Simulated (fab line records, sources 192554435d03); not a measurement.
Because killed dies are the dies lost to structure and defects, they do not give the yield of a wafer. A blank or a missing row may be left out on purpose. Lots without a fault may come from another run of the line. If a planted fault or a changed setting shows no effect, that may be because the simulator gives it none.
Problem report, 8D (eight disciplines) form, completed by code | flow n5 finfet | the parts of the form that need people (team, actions taken, sign-off) are left out

## 1. WHAT IS WRONG
cd nm at N5_SD_EPI_N_CD_MEAS_09 reads a mean of 113.6 nm on 6 wafers of 2 lots; wafers without a fault read 119.9 nm with a standard deviation of 0.56. That puts it -11 standard deviations away from the usual mean.
The step: target cd 120 nm.
First observed at day 5 20:03: wafer L638.1, on cd sem-01. The record has a number at this step for 24 wafers belonging to 8 lots. Rule for "out", or "out of limits": more than 4 standard deviations from the usual mean. All remaining wafers that have a number are taken as sound.

## 2. WHAT IT IS; WHAT IT IS NOT
question                    | is                     | is not
which readings at this step | cd nm                  | -
which lots                  | L638, L641             | L628, L633, L634, L636, L643, L648
which wafers of those lots  | all that have a number | -
read on which gauges        | cd sem-01              | cd sem-02, cd sem-03
when                        | from day 5 20:03       | up to then (12 sound wafers); but 6 sound wafers of L643, L648 came after

## 3. SUSPECTS, AND WHAT RULES EACH OUT
Counting: any tool at a process step up to the reading is kept as a suspect provided that every lot that is out went through it and no sound lot did after the first of them.
- the gauge at N5_SD_EPI_N_CD_MEAS_09: ruled out. All the wafers that are out were read on cd sem-01, but those of them that N5_SD_EPI_N_EXPOSE_06 has rows for are out there too, on other tools.
- arfi scanner-02 at N5_SD_EPI_N_EXPOSE_06 (exposes mask SD N BLK, target cd 120 nm): kept. All lots that are out passed through it, beginning with L638 at day 5 19:56, and no sound lot followed; its final sound lot before that point was L636 at day 5 07:39. Out on those wafers are its own readings of exposure dose mJ cm2.
The count leaves arfi scanner-02 at N5_SD_EPI_N_EXPOSE_06.

## 4. THE CAUSE (what the simulator had put in)
Process parameters drifting: arfi scanner-02 at N5_SD_EPI_N_EXPOSE_06, beginning at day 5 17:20. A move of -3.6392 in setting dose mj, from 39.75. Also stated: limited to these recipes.
This tool alone remained once counting was done.

## 5. THE EFFECT CHAIN, in route order
Each row: a reading whose mean over the struck wafers that have a number lies more than 3 standard deviations from the usual. Scope: only readings with a usual standard deviation given in the record; hours: median across lots of the time from each lot's start at the first step in this table that gives one to its start at this step; sigmas: change in usual standard deviations.
hours | step                   | reading              | usual    | on struck wafers | change | sigmas
0     | N5_SD_EPI_N_EXPOSE_06  | exposure dose mJ cm2 | 39.73    | 36.45            | -3.28  | -76
0     | N5_SD_EPI_N_CD_MEAS_09 | cd nm                | 119.9 nm | 113.6            | -6.3   | -11
It contains these process steps:
- N5_SD_EPI_N_EXPOSE_06: exposes mask SD N BLK, target cd 120 nm.
At these later measuring or inspecting steps, every struck wafer for which the step has a row has a number for every such reading, and none has moved that far: N5_BEOL_M4_RC_MEAS_101.

## 6. WHAT WOULD HAVE CAUGHT IT SOONER
The first out-of-limits reading at a measuring or inspecting step in this record came at day 5 20:03, 3 hours after the fault's start at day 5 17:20.
The tool's own readings at N5_SD_EPI_N_EXPOSE_06 were out on every struck wafer that the step has a row for (exposure dose mJ cm2): an alarm limit on them would have fired on the first of those.
Among the 2 lots that are out, L641 began N5_SD_EPI_N_EXPOSE_06 on arfi scanner-02 after day 5 20:03. A hold on the tool at that time would have spared it.
